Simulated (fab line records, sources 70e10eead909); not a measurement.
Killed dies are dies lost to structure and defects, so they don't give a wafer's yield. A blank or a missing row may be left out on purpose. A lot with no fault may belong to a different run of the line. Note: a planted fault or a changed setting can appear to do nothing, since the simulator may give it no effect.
Matching of chambers | flow nand-harc | NHARC_P_CONTACT_CMP_01 on cmp-02: 4 sister chambers
The step polishes SiO2, target thk 200 nm. 4 wafers are shown with their chamber, then 12 later ones without.

## WAFERS PAIRED WITH THEIR CHAMBERS
wafer  | chamber | motor-current-A (A)
L089.4 | 0       | 13.3
L089.6 | 2       | 11.0
L090.1 | 1       | 10.2
L090.6 | 3       | 11.2

## WAFERS WITHOUT THEIR CHAMBER
wafer  | motor-current-A (A)
L091.1 | 11.9
L091.2 | 10.2
L091.3 | 13.1
L093.2 | 10.3
L093.3 | 11.6
L093.4 | 11.8
L096.2 | 11.6
L096.4 | 10.1
L096.5 | 12.1
L097.1 | 12.8
L097.3 | 11.7
L097.4 | 11.7

## EACH ONE'S CHAMBER
wafer  | from the rows above          | in truth
L091.1 | can't be placed: 3 or 2 or 0 | 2
L091.2 | can't be placed: 1 or 2      | 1
L091.3 | 0                            | 0
L093.2 | can't be placed: 1 or 2 or 3 | 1
L093.3 | can't be placed: 3 or 2      | 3
L093.4 | can't be placed: 3 or 2 or 0 | 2
L096.2 | can't be placed: 3 or 2      | 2
L096.4 | can't be placed: 1 or 2      | 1
L096.5 | can't be placed: 3 or 2 or 0 | 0
L097.1 | 0                            | 0
L097.3 | can't be placed: 3 or 2      | 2
L097.4 | can't be placed: 3 or 2      | 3
Placed correctly: 2 of 12. From these rows, 10 cannot be placed; in 10 the true chamber is one of the candidates. Placed wrongly: 0.
How it was worked out, from the rows above alone: a wafer's distance from a chamber is the root of the sum, over the readings, of the square of ((its reading less the chamber's mean) divided by the reading's scatter). The wafer belongs to the nearest chamber; if the next one is less than 2 further off, it can't be placed. For every chamber, the mean is computed from those of its wafers that are shown. The scatter: root of mean squared gap, hidden wafer to nearest shown wafer, with one shown wafer a chamber.
